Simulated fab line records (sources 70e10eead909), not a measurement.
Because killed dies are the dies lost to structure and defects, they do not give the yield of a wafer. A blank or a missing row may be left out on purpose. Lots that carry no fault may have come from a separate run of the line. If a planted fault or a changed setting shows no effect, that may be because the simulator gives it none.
The tool behind it: which one? + flow nand harc + 36 wafers sampled from 12 lots at 1 step of a route of 1302

WHAT EACH GAUGE READ, for each wafer
NHARC_P_STI_OCD_MEAS_43. Usual: trench depth nm 299 nm, standard deviation 4.2; trench foot cd nm 158.7 nm, standard deviation 2.5.
| lot  | measured     | on     | trench depth nm (nm) | trench foot cd nm (nm) | flag |
|------|--------------|--------|----------------------|------------------------|------|
| L803 | day 3 00:32  | ocd-01 | 298 302 302          | 158.8 158.5 159.2      |      |
| L804 | day 3 06:10  | ocd-02 | 303 297 303          | 154.7 157.9 155.5      |      |
| L807 | day 4 12:17  | ocd-01 | 298 297 303          | 160.7 161.2 157.1      |      |
| L809 | day 5 08:44  | ocd-01 | 294 298 298          | 159.1 157.5 156.8      |      |
| L816 | day 8 09:49  | ocd-01 | 299 296 304          | 158.1 160.7 159.0      |      |
| L817 | day 8 18:29  | ocd-01 | 291 294 294          | 161.7 163.3 162.2      |      |
| L818 | day 9 01:35  | ocd-02 | 298 301 298          | 161.0 158.7 161.3      |      |
| L819 | day 9 11:53  | ocd-02 | 310 301 310          | 154.5 159.4 158.7      |      |
| L820 | day 9 21:28  | ocd-01 | 304 302 304          | 154.5 157.9 157.4      |      |
| L821 | day 10 12:49 | ocd-01 | 289 303 292          | 162.6 160.5 161.5      |      |
| L823 | day 11 05:41 | ocd-01 | 301 291 289          | 158.0 158.5 159.8      |      |
| L824 | day 11 15:48 | ocd-02 | 293 296 299          | 158.5 156.3 154.8      |      |

TOOL THAT RAN EACH LOT (tool first, then ch and the chambers of the sampled wafers, then the start)
No process step before these readings appears in the record.

WHAT THE TOOLS THEMSELVES READ (means of the sampled wafers that have a number; where no wafer has one, the mark that the record gives instead)
The record holds no such reading with a usual standard deviation.

THE ANSWER, worked out from the rows above alone
Rule: take the mean of a lot's wafers that have a number; if it is more than 3 standard deviations from the usual mean, the lot is off. A lot without any number at a reading at which 4 lots or more have one is off too. Any other lot the step has rows for is counted as sound. Order of review: gauges by route order, followed by the tools' own readings, for which a lot's mean as printed above is used. The first step at which some lot is off is used, and at that step the reading that is off furthest; a lot without a number counts as furthest.
Across all readings shown, no lot is off: no conclusion can be drawn from this.

WHAT WAS PUT IN BY THE SIMULATOR
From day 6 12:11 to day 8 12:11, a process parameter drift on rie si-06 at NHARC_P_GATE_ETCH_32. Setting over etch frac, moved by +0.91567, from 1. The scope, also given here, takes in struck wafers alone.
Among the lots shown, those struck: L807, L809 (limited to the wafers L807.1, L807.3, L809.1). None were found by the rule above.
